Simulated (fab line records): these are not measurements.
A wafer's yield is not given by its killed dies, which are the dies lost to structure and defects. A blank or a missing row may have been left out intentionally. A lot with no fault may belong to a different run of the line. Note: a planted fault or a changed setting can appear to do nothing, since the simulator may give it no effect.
Comparing a struck lot with a sound one -- flow n5Finfet -- 38 steps out of a route of 1938
Sound: wafers L924.4, L924.5, L924.6. Struck: wafers L911.4, L911.6. (L911.3 of the same lot was not struck and is left out.) The cause comes at the end.
Per side, at each step with rows, come the tool, then ch with its chambers, and then its first start. Under that, the readings that differ: sound wafers -- struck wafers -- difference of the means -- sigmas: that difference in standard deviations of wafers without a fault.
alike: same words and numbers on both sides, and readings whose means sit less than 2 such deviations apart. not compared: any withheld reading, any reading some wafer has no value for, any bound like >300 that may hide the same value, and any number with overlapping values for which the record gives no deviation.
The two part at a step that has a row with sigmas, a row that says differs or no value, or rows on one side only. Numbers that don't overlap but have no deviation are shown without sigmas and don't part them. A reading missing from all wafers of one side parts the sides only when that side holds two or more wafers.

first, 12 steps without rows for these wafers: N5_SDB_ETCH_18 (etches SOC in N2/H2, target depth 100 nm, overetch 20 nm, time 150 s); N5_SDB_STRIP_19 (strips in N2/H2); N5_SDB_STRIP_21 (strips in CF4); N5_SDB_HM_OPEN_20 (chemistry CH3F/O2, target SiNx, stops on poly-Si, target depth 24 nm); N5_SDB_STRIP_22 (strips in N2/H2); N5_SDB_PRECLEAN_23 (cleans in dHF, time 30 s); N5_SDB_DUMMY_REMOVE_24 (chemistry TMAH, target poly-Si, stops on SiO2, target depth 142 nm, time 57 s, rinse time 30 s); N5_SDB_ETCH_25 (etches SiO2 in C4F6/O2, target depth 10 nm, time 3.3 s); N5_SDB_CUT_ETCH_26 (etches Si in HBr/Cl2/O2, target depth 129.6 nm, bt time 20 s, time 51.8 s); N5_SDB_PRECLEAN_38 (cleans in dHF, time 10 s); N5_SDB_PRECLEAN_39 (cleans in O3/DIW, time 45 s); N5_SDB_SRD_28 (time 30 s).
N5_SDB_ALD_29: deposits SiNx, target thk 30 nm, pulse time 1 s, ald cycles 600.
  sound on aldSin-04 ch 0,2,3, day 9 13:56; struck on aldSin-04 ch 0,1, day 6 06:01
reading,sound,struck,difference,sigmas
aldCycles,600 600 600,184 184,-416,
model.SiNx_of_SDB_ALD_29.thkNm (nm),30.4 29.8 30,9.2 9,-21.0,
  alike: heaterPowerOuterW, heaterPowerW, precursorPulseHeightRel
  not compared: sinceWetCleanH
then, 23 steps without rows for these wafers: N5_SDB_CMP_30 (polishes, stops on poly-Si, t overpolish 1.54 s, target thk 30 nm); N5_DUMMY_REMOVAL_HM_STRIP_01 (strips SiNx in CH3F/O2, stops on poly-Si, target depth 4 nm, time 6.8 s); N5_DUMMY_REMOVAL_STRIP_10 (strips in N2/H2, time 40 s); N5_DUMMY_REMOVAL_PRECLEAN_07 (cleans in dHF, time 30 s); N5_DUMMY_REMOVAL_DUMMY_REMOVE_02 (chemistry TMAH, target poly-Si, stops on SiO2, target depth 142 nm, time 57 s, rinse time 30 s); N5_DUMMY_REMOVAL_PRECLEAN_08 (cleans in NF3:NH3, afs cycles 2, time 20 s, sublimation time 60 s); N5_DUMMY_REMOVAL_PRECLEAN_04 (cleans in DHF, time 37 s); N5_DUMMY_REMOVAL_SRD_05 (time 30 s); N5_HKMG_FIN_IL_REGROW_00 (material SiO2, chemistry O3, target thk 0.75 nm, time 30 s); N5_HKMG_FIN_HK_ALD_01 (deposits HfO2, target thk 1.6 nm, pulse time 3 s, purge time 3 s); N5_HKMG_FIN_HK_ANNEAL_02 (time 30 s); N5_HKMG_FIN_ALD_74 (deposits La2O3, target thk 0.5 nm, pulse time 6 s, co reactant pulse time 1 s); N5_HKMG_FIN_ALD_75 (deposits Al2O3, target thk 1 nm, co reactant pulse time 1 s); N5_HKMG_FIN_COAT_41 (time 60 s, resist thk 300 nm); N5_HKMG_FIN_COAT_42 (time 60 s, resist thk 35 nm); N5_HKMG_FIN_COAT_43 (resist thk 90 nm); N5_HKMG_FIN_EBR_45; N5_HKMG_FIN_SOFTBAKE_44 (time 60 s); N5_HKMG_FIN_EXPOSE_46 (exposes mask NDIPOLE); N5_HKMG_FIN_PEB_47 (peb time 60 s); N5_HKMG_FIN_DEVELOP_48 (develop time 30 s); N5_HKMG_FIN_DESCUM_53 (chemistry O2, time 7.9 s); N5_HKMG_FIN_ETCH_54 (etches SiARC in CF4, target depth 45.5 nm, time 75.8 s).
N5_GATE_CUT_ETCH_58: etches SiNx in CH3F/O2, target depth 17 nm, time 128.6 s.
  sound on rieDiel-02 ch 0,1, day 10 01:16; struck on rieDiel-06 ch 0,2, day 6 18:54
reading,sound,struck,difference,sigmas
model.SiNx_of_SDB_ALD_29.thkNm (nm),24.8 24.4 24.6,7.6 7.4,-17.1,
  alike: biasW, drypumpMotorCurrentA, oesProductAu, rfFwdPowerW, rfVppV, showerheadPlenumPTorr, throttleValvePct
  not compared: rfHoursCounterH
-- record jumps: 4 days separate the struck wafers' starts on either side; left off in module GATE_CUT, taken up again in module BEOL_M4, whose first shown step is the route's number 1111 --
N5_BEOL_M4_RC_MEAS_101:
  sound on prober-01 ch 0, day 14 03:17; struck on prober-02 ch 0, day 10 11:17
  alike: DIBL_N, DIBL_P, IOFF_N, IOFF_P, ION_N, ION_P, SS_N, SS_P, VT_N, VT_P

## WHERE THEY PART
Nowhere in this record.

WHY: the cause the simulator had injected
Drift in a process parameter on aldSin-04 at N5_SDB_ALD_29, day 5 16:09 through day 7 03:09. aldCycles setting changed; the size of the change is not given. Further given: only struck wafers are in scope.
